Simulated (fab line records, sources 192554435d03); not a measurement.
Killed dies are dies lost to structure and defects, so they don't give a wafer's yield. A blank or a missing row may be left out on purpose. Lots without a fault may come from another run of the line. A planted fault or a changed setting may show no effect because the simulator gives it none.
Which tool did it? | flow n5_finfet | 24 lots, 72 wafers sampled, at 6 steps of a route of 1938

WHAT THE GAUGES READ, wafer by wafer
N5_BEOL_M11_OVL_MEAS_12. Usual: M11_OVL -0.1 nm, standard deviation 0.85.
lot  | measured     | on         | M11_OVL (nm)   | flag
L074 | day 10 03:05 | overlay-01 | -0.1 -0.7 -1.1 |
L075 | day 10 07:36 | overlay-01 | 0.6 0.8 0.3    |
L076 | day 10 20:29 | overlay-02 | 0.8 -0.7 0.0   |
L077 | day 10 19:58 | overlay-02 | -0.7 -1.7 -1.4 |
L078 | day 11 02:24 | overlay-02 | 0.7 -0.6 0.0   |
L079 | day 11 08:42 | overlay-02 | -0.3 -0.8 -0.1 |
L080 | day 11 10:08 | overlay-02 | -1.6 -1.0 -1.1 |
L082 | day 12 01:29 | overlay-01 | 1.3 1.2 0.7    |
L081 | day 12 05:45 | overlay-02 | -0.1 0.8 0.8   |
L083 | day 12 05:35 | overlay-02 | 1.6 -0.3 0.7   |
L084 | day 12 17:10 | overlay-01 | -0.7 -0.5 0.1  |
L086 | day 12 17:47 | overlay-02 | -0.7 0.1 -0.3  |
L085 | day 13 09:22 | overlay-02 | 0.6 -0.8 0.8   |
L087 | day 13 10:07 | overlay-01 | -0.7 -1.3 -0.7 |
L088 | day 13 13:11 | overlay-01 | 1.0 0.0 1.0    |
L089 | day 13 15:23 | overlay-01 | 0.8 0.1 -0.3   |
L090 | day 14 08:19 | overlay-02 | -2.3 0.5 -1.2  |
L091 | day 14 16:17 | overlay-01 | 0.0 -1.5 1.5   |
L092 | day 14 20:12 | overlay-01 | 0.7 0.5 0.3    |
L093 | day 14 23:14 | overlay-01 | 0.6 -0.2 -1.2  |
L094 | day 15 07:02 | overlay-01 | -1.3 -1.9 -1.4 |
L095 | day 15 10:11 | overlay-01 | 0.5 -1.4 -1.1  |
L097 | day 15 20:36 | overlay-02 | 1.1 -0.2 0.0   |
L096 | day 16 00:07 | overlay-01 | 0.2 1.0 0.0    |

N5_BEOL_M11_INSPECT_30: inspects for defects (brightfield). Usual: raw_defect_count 469, standard deviation 130.
lot  | measured     | on                | raw_defect_count | flag
L074 | day 10 06:02 | defect_inspect-01 | 339 393 554      |
L075 | day 10 09:23 | defect_inspect-02 | 395 438 397      |
L076 | day 10 21:28 | defect_inspect-01 | 708 866 894      |
L077 | day 10 21:25 | defect_inspect-01 | 488 547 689      |
L078 | day 11 03:20 | defect_inspect-01 | 493 476 497      |
L079 | day 11 09:41 | defect_inspect-01 | 651 472 299      |
L080 | day 11 12:44 | defect_inspect-01 | 406 462 387      |
L082 | day 12 02:51 | defect_inspect-01 | 331 286 519      |
L081 | day 12 06:59 | defect_inspect-02 | 367 447 373      |
L083 | day 12 06:49 | defect_inspect-01 | 462 776 379      |
L084 | day 12 18:09 | defect_inspect-01 | 403 348 519      |
L086 | day 12 19:01 | defect_inspect-01 | 445 839 687      |
L085 | day 13 10:32 | defect_inspect-01 | 488 497 576      |
L087 | day 13 11:05 | defect_inspect-02 | 353 472 388      |
L088 | day 13 14:47 | defect_inspect-02 | 314 358 451      |
L089 | day 13 16:40 | defect_inspect-01 | 372 356 416      |
L090 | day 14 09:31 | defect_inspect-01 | 496 389 421      |
L091 | day 14 17:35 | defect_inspect-01 | 528 428 657      |
L092 | day 14 21:49 | defect_inspect-01 | 449 230 476      |
L093 | day 15 01:31 | defect_inspect-01 | 406 490 284      |
L094 | day 15 08:50 | defect_inspect-01 | 578 397 457      |
L095 | day 15 11:35 | defect_inspect-02 | 434 449 377      |
L097 | day 15 22:07 | defect_inspect-01 | 546 526 430      |
L096 | day 16 01:35 | defect_inspect-02 | 441 558 718      |

WHICH TOOL RAN EACH LOT (tool, then ch and the chambers of the sampled wafers, then the start)
lot  | N5_BEOL_M10_DESCUM_33              | N5_BEOL_M10_ETCH_65                | N5_BEOL_M10_SURFACE_TREAT_76 | N5_BEOL_M11_HM_DEP_02
L074 | rie_diel-04 ch 0,1,3, day 9 21:46  | rie_diel-04 ch 0,1,3, day 9 21:49  | pvd_sputter-02, day 9 23:24  | pvd_sputter-02, day 10 02:33
L075 | rie_diel-01 ch 0,1,3, day 10 01:31 | rie_diel-01 ch 0,1,3, day 10 01:33 | pvd_sputter-01, day 10 03:24 | pvd_sputter-02, day 10 07:04
L076 | rie_diel-02 ch 0,3, day 10 13:10   | rie_diel-02 ch 0,3, day 10 13:12   | pvd_sputter-03, day 10 16:59 | pvd_sputter-02, day 10 19:56
L077 | rie_diel-01 ch 1,2,3, day 10 13:13 | rie_diel-01 ch 1,2,3, day 10 13:15 | pvd_sputter-03, day 10 17:11 | pvd_sputter-03, day 10 19:26
L078 | rie_diel-02 ch 0,1, day 10 18:55   | rie_diel-02 ch 0,1, day 10 18:58   | pvd_sputter-03, day 10 22:03 | pvd_sputter-03, day 11 01:52
L079 | rie_diel-04 ch 1,2, day 11 03:31   | rie_diel-04 ch 1,2, day 11 03:33   | pvd_sputter-02, day 11 05:22 | pvd_sputter-01, day 11 08:17
L080 | rie_diel-02 ch 0,1,3, day 11 04:04 | rie_diel-02 ch 0,1,3, day 11 04:06 | pvd_sputter-03, day 11 07:11 | pvd_sputter-02, day 11 09:43
L082 | rie_diel-04 ch 0,2, day 11 19:35   | rie_diel-04 ch 0,2, day 11 19:37   | pvd_sputter-02, day 11 21:16 | pvd_sputter-03, day 12 00:58
L081 | rie_diel-02 ch 0,2, day 12 00:20   | rie_diel-02 ch 0,2, day 12 00:22   | pvd_sputter-02, day 12 02:26 | pvd_sputter-02, day 12 05:10
L083 | rie_diel-02 ch 0,1,2, day 12 00:48 | rie_diel-02 ch 0,1,2, day 12 00:50 | pvd_sputter-02, day 12 02:31 | pvd_sputter-03, day 12 05:04
L084 | rie_diel-01 ch 0,2,3, day 12 09:50 | rie_diel-01 ch 0,2,3, day 12 09:53 | pvd_sputter-02, day 12 11:23 | pvd_sputter-03, day 12 16:46
L086 | rie_diel-01 ch 0,1,2, day 12 12:25 | rie_diel-01 ch 0,1,2, day 12 12:27 | pvd_sputter-01, day 12 13:51 | pvd_sputter-03, day 12 17:16
L085 | rie_diel-01 ch 1,2,3, day 13 05:04 | rie_diel-01 ch 1,2,3, day 13 05:07 | pvd_sputter-02, day 13 06:41 | pvd_sputter-03, day 13 08:50
L087 | rie_diel-04 ch 0,1,2, day 13 05:14 | rie_diel-04 ch 0,1,2, day 13 05:16 | pvd_sputter-02, day 13 07:02 | pvd_sputter-02, day 13 09:43
L088 | rie_diel-04 ch 0,1, day 13 08:19   | rie_diel-04 ch 0,1, day 13 08:22   | pvd_sputter-02, day 13 09:53 | pvd_sputter-01, day 13 12:39
L089 | rie_diel-02 ch 1,2,3, day 13 08:22 | rie_diel-02 ch 1,2,3, day 13 08:24 | pvd_sputter-03, day 13 10:46 | pvd_sputter-01, day 13 14:59
L090 | rie_diel-02 ch 1,2,3, day 14 03:11 | rie_diel-02 ch 1,2,3, day 14 03:13 | pvd_sputter-03, day 14 05:03 | pvd_sputter-01, day 14 07:47
L091 | rie_diel-01 ch 0,2, day 14 09:31   | rie_diel-01 ch 0,2, day 14 09:33   | pvd_sputter-03, day 14 11:21 | pvd_sputter-01, day 14 15:53
L092 | rie_diel-01 ch 1,2,3, day 14 14:59 | rie_diel-01 ch 1,2,3, day 14 15:01 | pvd_sputter-01, day 14 16:37 | pvd_sputter-01, day 14 19:40
L093 | rie_diel-04 ch 0,2,3, day 14 15:46 | rie_diel-04 ch 0,2,3, day 14 15:48 | pvd_sputter-02, day 14 18:13 | pvd_sputter-03, day 14 22:43
L094 | rie_diel-01 ch 0,3, day 15 01:29   | rie_diel-01 ch 0,3, day 15 01:31   | pvd_sputter-03, day 15 03:34 | pvd_sputter-01, day 15 06:31
L095 | rie_diel-02 ch 1,2,3, day 15 05:17 | rie_diel-02 ch 1,2,3, day 15 05:20 | pvd_sputter-01, day 15 06:52 | pvd_sputter-01, day 15 09:40
L097 | rie_diel-01 ch 1,2,3, day 15 15:01 | rie_diel-01 ch 1,2,3, day 15 15:03 | pvd_sputter-01, day 15 16:58 | pvd_sputter-02, day 15 20:12
L096 | rie_diel-02 ch 0,1,3, day 15 17:28 | rie_diel-02 ch 0,1,3, day 15 17:30 | pvd_sputter-02, day 15 20:24 | pvd_sputter-02, day 15 23:32
- N5_BEOL_M10_DESCUM_33: chemistry O2, time 7.9 s.
- N5_BEOL_M10_ETCH_65: etches SiARC in CF4, target depth 39 nm, time 65 s.
- N5_BEOL_M10_SURFACE_TREAT_76
- N5_BEOL_M11_HM_DEP_02: deposits TiN, target thk 20 nm.

WHAT THE TOOLS THEMSELVES READ (means of the sampled wafers that have a number; where no wafer has one, the mark that the record gives instead)
N5_BEOL_M10_DESCUM_33. Usual: chamber_pressure_mTorr 20.000 mTorr, standard deviation 0.018; drypump_motor_current_A 5.9 A, standard deviation 0.37; oes_product_au 0.82 a.u., standard deviation 0.083; rf_vpp_V 243.3 V, standard deviation 1.1; showerhead_plenum_p_Torr 2.11 Torr, standard deviation 0.048; throttle_valve_pct 20.47 %, standard deviation 0.29.
lot  | tool        | chamber_pressure_mTorr (mTorr) | drypump_motor_current_A (A) | oes_product_au (a.u.) | rf_vpp_V (V) | showerhead_plenum_p_Torr (Torr) | throttle_valve_pct (%) | flag
L074 | rie_diel-04 | 20.004                         | 5.9                         | 0.80                  | 242.9        | 2.07                            | 20.35                  |
L075 | rie_diel-01 | 20.002                         | 5.8                         | 0.81                  | 242.8        | 2.08                            | 20.73                  |
L076 | rie_diel-02 | 19.998                         | 5.7                         | 0.70                  | 243.8        | 2.12                            | 20.50                  |
L077 | rie_diel-01 | 19.999                         | 6.0                         | 0.87                  | 243.1        | 2.12                            | 20.44                  |
L078 | rie_diel-02 | 19.981                         | 6.2                         | 0.81                  | 243.7        | 2.12                            | 20.62                  |
L079 | rie_diel-04 | 20.016                         | 6.2                         | 0.86                  | 241.7        | 2.07                            | 20.44                  |
L080 | rie_diel-02 | 20.008                         | 6.0                         | 0.75                  | 243.2        | 2.12                            | 20.56                  |
L082 | rie_diel-04 | 19.984                         | 5.6                         | 0.93                  | 243.1        | 2.15                            | 20.33                  |
L081 | rie_diel-02 | 20.004                         | 5.9                         | 0.75                  | 242.3        | 2.10                            | 20.57                  |
L083 | rie_diel-02 | 20.004                         | 6.1                         | 0.77                  | 243.5        | 2.11                            | 20.52                  |
L084 | rie_diel-01 | 20.006                         | 6.0                         | 0.78                  | 243.0        | 2.07                            | 20.65                  |
L086 | rie_diel-01 | 19.994                         | 6.1                         | 0.82                  | 243.1        | 2.08                            | 20.50                  |
L085 | rie_diel-01 | 20.008                         | 6.0                         | 0.84                  | 243.2        | 2.11                            | 20.48                  |
L087 | rie_diel-04 | 19.986                         | 6.0                         | 0.85                  | 243.9        | 2.10                            | 20.32                  |
L088 | rie_diel-04 | 19.987                         | 6.4                         | 0.79                  | 243.3        | 2.05                            | 20.28                  |
L089 | rie_diel-02 | 20.014                         | 6.0                         | 0.85                  | 244.3        | 2.12                            | 20.30                  |
L090 | rie_diel-02 | 19.996                         | 6.0                         | 0.84                  | 242.5        | 2.12                            | 20.31                  |
L091 | rie_diel-01 | 20.011                         | 6.3                         | 0.89                  | 244.2        | 2.16                            | 20.29                  |
L092 | rie_diel-01 | 19.997                         | 6.0                         | 0.82                  | 243.7        | 2.11                            | 20.51                  |
L093 | rie_diel-04 | 19.985                         | 5.5                         | 0.86                  | 243.1        | 2.10                            | 20.37                  |
L094 | rie_diel-01 | 20.017                         | 5.8                         | 0.89                  | 244.3        | 2.20                            | 20.74                  |
L095 | rie_diel-02 | 20.014                         | 6.0                         | 0.83                  | 243.8        | 2.12                            | 20.33                  |
L097 | rie_diel-01 | 20.005                         | 5.9                         | 0.81                  | 242.8        | 2.11                            | 20.52                  |
L096 | rie_diel-02 | 19.999                         | 5.9                         | 0.80                  | 243.5        | 2.10                            | 20.50                  |

N5_BEOL_M10_ETCH_65. Usual: chamber_pressure_mTorr 40.00 mTorr, standard deviation 0.033; drypump_motor_current_A 5.9 A, standard deviation 0.37; etch_rf_on_time_s 64.8 s, standard deviation 1.3; oes_product_au 0.70 a.u., standard deviation 0.07; rf_vpp_V 184.3 V, standard deviation 0.99; showerhead_plenum_p_Torr 2.15 Torr, standard deviation 0.049; throttle_valve_pct 15.61 %, standard deviation 0.25.
lot  | tool        | chamber_pressure_mTorr (mTorr) | drypump_motor_current_A (A) | etch_rf_on_time_s (s) | oes_product_au (a.u.) | rf_vpp_V (V) | showerhead_plenum_p_Torr (Torr) | throttle_valve_pct (%) | flag
L074 | rie_diel-04 | 39.97                          | 5.9                         | 65.5                  | 0.69                  | 184.2        | 2.12                            | 15.55                  |
L075 | rie_diel-01 | 39.98                          | 5.8                         | 65.1                  | 0.69                  | 183.9        | 2.12                            | 15.79                  |
L076 | rie_diel-02 | 40.00                          | 5.7                         | 64.9                  | 0.61                  | 184.7        | 2.17                            | 15.77                  |
L077 | rie_diel-01 | 39.98                          | 5.9                         | 64.1                  | 0.74                  | 184.3        | 2.18                            | 15.58                  |
L078 | rie_diel-02 | 39.95                          | 6.2                         | 63.2                  | 0.69                  | 184.9        | 2.16                            | 15.71                  |
L079 | rie_diel-04 | 40.01                          | 6.2                         | 64.8                  | 0.74                  | 184.5        | 2.12                            | 15.54                  |
L080 | rie_diel-02 | 40.01                          | 6.0                         | 64.3                  | 0.64                  | 184.3        | 2.16                            | 15.74                  |
L082 | rie_diel-04 | 39.99                          | 5.5                         | 63.6                  | 0.79                  | 184.8        | 2.19                            | 15.40                  |
L081 | rie_diel-02 | 39.99                          | 5.9                         | 64.3                  | 0.63                  | 184.2        | 2.13                            | 15.67                  |
L083 | rie_diel-02 | 40.01                          | 6.1                         | 64.7                  | 0.66                  | 184.4        | 2.15                            | 15.64                  |
L084 | rie_diel-01 | 39.99                          | 6.0                         | 65.5                  | 0.67                  | 183.7        | 2.12                            | 15.80                  |
L086 | rie_diel-01 | 40.03                          | 6.1                         | 66.8                  | 0.69                  | 182.8        | 2.12                            | 15.63                  |
L085 | rie_diel-01 | 39.97                          | 6.0                         | 64.4                  | 0.72                  | 184.6        | 2.17                            | 15.62                  |
L087 | rie_diel-04 | 39.99                          | 6.0                         | 64.9                  | 0.73                  | 183.1        | 2.14                            | 15.42                  |
L088 | rie_diel-04 | 39.98                          | 6.3                         | 65.4                  | 0.68                  | 184.5        | 2.09                            | 15.42                  |
L089 | rie_diel-02 | 39.97                          | 6.0                         | 65.1                  | 0.72                  | 185.0        | 2.18                            | 15.50                  |
L090 | rie_diel-02 | 40.03                          | 6.0                         | 64.8                  | 0.71                  | 183.8        | 2.17                            | 15.53                  |
L091 | rie_diel-01 | 39.98                          | 6.2                         | 66.1                  | 0.75                  | 184.5        | 2.21                            | 15.45                  |
L092 | rie_diel-01 | 40.01                          | 6.0                         | 64.9                  | 0.70                  | 185.3        | 2.16                            | 15.65                  |
L093 | rie_diel-04 | 39.99                          | 5.5                         | 64.7                  | 0.75                  | 183.9        | 2.15                            | 15.47                  |
L094 | rie_diel-01 | 40.01                          | 5.8                         | 65.5                  | 0.74                  | 185.3        | 2.23                            | 15.74                  |
L095 | rie_diel-02 | 40.01                          | 6.0                         | 64.1                  | 0.70                  | 184.1        | 2.17                            | 15.53                  |
L097 | rie_diel-01 | 39.99                          | 5.9                         | 65.1                  | 0.69                  | 183.8        | 2.16                            | 15.67                  |
L096 | rie_diel-02 | 40.01                          | 6.0                         | 64.2                  | 0.68                  | 183.7        | 2.15                            | 15.66                  |

N5_BEOL_M11_HM_DEP_02. Usual: throttle_valve_pct 29.8 %, standard deviation 0.98.
lot  | tool           | throttle_valve_pct (%) | flag
L074 | pvd_sputter-02 | 29.2                   |
L075 | pvd_sputter-02 | 28.6                   |
L076 | pvd_sputter-02 | 30.0                   |
L077 | pvd_sputter-03 | 29.8                   |
L078 | pvd_sputter-03 | 30.3                   |
L079 | pvd_sputter-01 | 30.4                   |
L080 | pvd_sputter-02 | 29.6                   |
L082 | pvd_sputter-03 | 30.2                   |
L081 | pvd_sputter-02 | 29.6                   |
L083 | pvd_sputter-03 | 30.4                   |
L084 | pvd_sputter-03 | 29.9                   |
L086 | pvd_sputter-03 | 30.0                   |
L085 | pvd_sputter-03 | 29.9                   |
L087 | pvd_sputter-02 | 30.1                   |
L088 | pvd_sputter-01 | 29.6                   |
L089 | pvd_sputter-01 | 30.6                   |
L090 | pvd_sputter-01 | 30.0                   |
L091 | pvd_sputter-01 | 30.1                   |
L092 | pvd_sputter-01 | 29.6                   |
L093 | pvd_sputter-03 | 30.0                   |
L094 | pvd_sputter-01 | 30.4                   |
L095 | pvd_sputter-01 | 29.5                   |
L097 | pvd_sputter-02 | 29.3                   |
L096 | pvd_sputter-02 | 30.1                   |

THE ANSWER, worked out from the rows above alone
Rule: a lot is off if the mean of its wafers that have a number lies more than 3 standard deviations from the usual mean. A lot without any number at a reading at which 4 lots or more have one is off too. The other lots that the step has rows for count as sound. The gauges are gone through in route order, then the tools' own readings, and for those a lot's mean is taken as printed above. The first step at which some lot is off is used, and at that step the reading that is off furthest; a lot without a number counts as furthest.
No lot is off at any reading shown: from this, nothing can be told.

WHAT THE SIMULATOR HAD PUT IN
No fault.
